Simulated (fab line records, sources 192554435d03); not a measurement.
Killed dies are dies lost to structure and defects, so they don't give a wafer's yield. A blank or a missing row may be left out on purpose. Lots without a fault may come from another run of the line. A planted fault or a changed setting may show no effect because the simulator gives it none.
Split-lot experiment | flow n5_finfet | 7 lots, 21 wafers read, on a route of 1938 steps

THE SPLIT
At N5_PASSIVATION_PASS_ETCH_47 (etches SiNx in CF4/O2, target depth 770 nm, time 385 s), the setting time_s was moved away from the recipe's 385 s on 6 of the 21 wafers read, by +5.7% to +22.0%. The other wafers ran this setting at the recipe's value.

The reading is taken at the split's own step.

THE READING
etch.depth_nm (the simulator's own value, which no gauge read), in nm, at N5_PASSIVATION_PASS_ETCH_47 (etches SiNx in CF4/O2, target depth 770 nm, time 385 s). The file gives no usual value for it. The 15 wafers here that ran the recipe average 775.0 nm, standard deviation 19 nm.

wafer  | tool, chamber at the split | time_s as run, s | against the recipe | etch.depth_nm, nm | against lot-mates on the recipe
L077.1 | rie_diel-02, 0             | 385              | recipe             | 763.1             | -
L077.2 | rie_diel-02, 2             | 385              | recipe             | 803.8             | -
L077.6 | rie_diel-02, 0             | 385              | recipe             | 770.3             | -
L079.2 | rie_diel-02, 0             | 385              | recipe             | 757.8             | -
L079.4 | rie_diel-02, 3             | 469.7            | +22.0%             | 925.7             | +167.9
L079.6 | rie_diel-02, 3             | 469.7            | +22.0%             | 927.4             | +169.6
L080.3 | rie_diel-02, 3             | 385              | recipe             | 756.8             | -
L080.4 | rie_diel-02, 0             | 407              | +5.7%              | 809.2             | +34.1
L080.6 | rie_diel-02, 2             | 385              | recipe             | 793.4             | -
L081.1 | rie_diel-01, 2             | 385              | recipe             | 777               | -
L081.2 | rie_diel-01, 0             | 441.5            | +14.7%             | 900.6             | +135.0
L081.3 | rie_diel-01, 1             | 385              | recipe             | 754.2             | -
L083.1 | rie_diel-06, 1             | 385              | recipe             | 740.6             | -
L083.3 | rie_diel-06, 2             | 385              | recipe             | 776.7             | -
L083.6 | rie_diel-06, 0             | 436.8            | +13.5%             | 880.2             | +121.5
L085.2 | rie_diel-02, 2             | 385              | recipe             | 812.9             | -
L085.4 | rie_diel-02, 3             | 444.7            | +15.5%             | 897.2             | +99.7
L085.6 | rie_diel-02, 1             | 385              | recipe             | 782.2             | -
L096.4 | rie_diel-06, 0             | 385              | recipe             | 783.4             | -
L096.5 | rie_diel-06, 3             | 385              | recipe             | 780.4             | -
L096.6 | rie_diel-06, 0             | 385              | recipe             | 771.7             | -

THE FIT
A straight line over all 21 wafers: etch.depth_nm changes by +7.32 nm for each +1% of time_s; r = +0.96; the points scatter about the line by 18 nm.
The same after taking each lot's own level away (the mean of its wafers on the recipe; 21 wafers): +7.81 nm for each +1%; r = +0.97; scatter 15 nm.
On that fit, the largest move of time_s shifts the reading by 1.7e+02 nm.
The lots' own levels span 757.80 to 797.55 nm, that is 2.1 times the standard deviation above.
So the lot-to-lot level changes the slope little: the two slopes agree.
Check: with one of the wafers moved furthest among these (+22.0%) left out of the fit, the line predicts +173 nm for it against its lot-mates. It came out at +168 nm against them.

OTHER SPLITS ON THESE WAFERS
These wafers also went through other splits before the reading. Each is held against what the fit with the lots' levels taken away leaves over:
other split on the same wafers   | wafers away from the commonest value | r with etch.depth_nm (lot level and that fit taken away)
N5_BEOL_M14_PEB_08 peb_temp_c    | 4                                    | -0.26
N5_BEOL_M14_DEP_53 time_s        | 9                                    | -0.09
N5_BEOL_M15_PEB_26 peb_temp_c    | 9                                    | +0.39
N5_BEOL_M15_DESCUM_33 time_s     | 6                                    | +0.24
N5_PASSIVATION_EXPOSE_07 dose_mj | 9                                    | +0.08
N5_PASSIVATION_PEB_08 peb_time_s | as run: not given for these wafers   | -

THE FILE'S OWN FIT
etch.depth_nm changes by +7.86 nm for each +1% of time_s, r = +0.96.
